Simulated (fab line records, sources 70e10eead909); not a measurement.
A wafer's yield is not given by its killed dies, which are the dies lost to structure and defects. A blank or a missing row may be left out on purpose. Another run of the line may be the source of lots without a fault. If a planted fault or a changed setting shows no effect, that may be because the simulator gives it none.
Matching of chambers    flow nand-harc    4 sister chambers for NHARC_P_M1_ETCH_35 on rie-diel-03
The step etches the open film in N2/H2, target depth 40 nm, overetch 12 nm, time 43.94 s. 8 wafers are shown with their chamber, then 10 later ones without.

## WAFERS, EACH WITH ITS CHAMBER
wafer   chamber  drypump-motor-current-A (A)  rf-vpp-V (V)
L077.5  2        6.6                          430.0
L081.3  0        5.7                          432.5
L080.4  1        6.0                          427.1
L083.1  3        5.4                          431.2
L083.2  0        5.7                          433.8
L083.6  1        5.9                          429.4
L087.1  2        6.6                          429.4
L087.3  3        5.4                          431.3

## WAFERS WITH NO CHAMBER GIVEN
wafer   drypump-motor-current-A (A)  rf-vpp-V (V)
L087.4  5.7                          433.0
L088.1  5.5                          432.2
L088.3  6.6                          429.8
L088.4  5.7                          433.8
L094.1  5.7                          432.1
L094.2  5.4                          432.2
L094.5  5.7                          433.3
L097.1  5.4                          434.0
L097.3  5.7                          431.9
L097.6  6.0                          429.9

## WHICH CHAMBER EACH ONE RAN IN
wafer   from the rows above  in truth
L087.4  0                    0
L088.1  3                    3
L088.3  2                    2
L088.4  0                    0
L094.1  0                    0
L094.2  3                    3
L094.5  0                    0
L097.1  3                    3
L097.3  0                    0
L097.6  1                    1
10 of 10 placed correctly. Can't be placed from these rows: 0. Wrongly placed: 0.
How it was worked out, from the rows above alone: a wafer's distance from a chamber is the root of the sum, over the readings, of the square of ((its reading less the chamber's mean) divided by the reading's scatter). The wafer belongs to the nearest chamber; if the next one is less than 2 further off, it can't be placed. For every chamber, the mean is computed from those of its wafers that are shown. How the scatter is found: for the shown wafers, subtract from each reading the mean of its chamber, square and add these, divide the total by (wafers less chambers), then take the root.
